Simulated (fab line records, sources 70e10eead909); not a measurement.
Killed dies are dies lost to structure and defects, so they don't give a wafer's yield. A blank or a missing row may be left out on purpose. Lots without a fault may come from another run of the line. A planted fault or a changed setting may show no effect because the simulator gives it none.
Chamber matching | flow nand_harc | NHARC_A_STAIRCASE_TRIM_220 on rie_diel-13: 4 sister chambers
The step chemistry O2, time 211.2 s. 8 wafers are shown with their chamber, then 10 later ones without.

WAFERS WITH THEIR CHAMBER
wafer  | chamber | drypump_motor_current_A (A) | showerhead_plenum_p_Torr (Torr)
L082.5 | 2       | 6.3                         | 3.62
L082.3 | 1       | 5.6                         | 3.41
L082.6 | 3       | 6.3                         | 3.64
L087.3 | 1       | 5.6                         | 3.40
L087.4 | 0       | 5.4                         | 3.78
L087.6 | 0       | 5.4                         | 3.78
L088.3 | 3       | 6.3                         | 3.62
L088.4 | 2       | 6.2                         | 3.61

WAFERS WITHOUT THEIR CHAMBER
wafer  | drypump_motor_current_A (A) | showerhead_plenum_p_Torr (Torr)
L088.6 | 6.3                         | 3.63
L093.4 | 5.4                         | 3.76
L093.5 | 5.6                         | 3.39
L093.6 | 5.4                         | 3.76
L093.1 | 6.3                         | 3.62
L093.2 | 5.6                         | 3.39
L093.3 | 6.2                         | 3.59
L095.2 | 5.4                         | 3.76
L095.5 | 5.6                         | 3.38
L095.6 | 6.2                         | 3.59

WHICH CHAMBER EACH WENT THROUGH
wafer  | from the rows above     | in truth
L088.6 | 3                       | 3
L093.4 | 0                       | 0
L093.5 | 1                       | 1
L093.6 | 0                       | 0
L093.1 | can't be placed: 3 or 2 | 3
L093.2 | 1                       | 1
L093.3 | 2                       | 2
L095.2 | 0                       | 0
L095.5 | 1                       | 1
L095.6 | 2                       | 2
Placed correctly: 9 of 10. Can't be placed from these rows: 1 (the true chamber is among the candidates in 1). Placed wrongly: 0.
How it was worked out, from the rows above alone: a wafer's distance from a chamber is the root of the sum, over the readings, of the square of ((its reading less the chamber's mean) divided by the reading's scatter). The wafer belongs to the nearest chamber; if the next one is less than 2 further off, it can't be placed. A chamber's mean is the mean of its shown wafers. The scatter: the root of (the sum of the squares of (reading less its chamber's mean) over the shown wafers, divided by (wafers less chambers)).
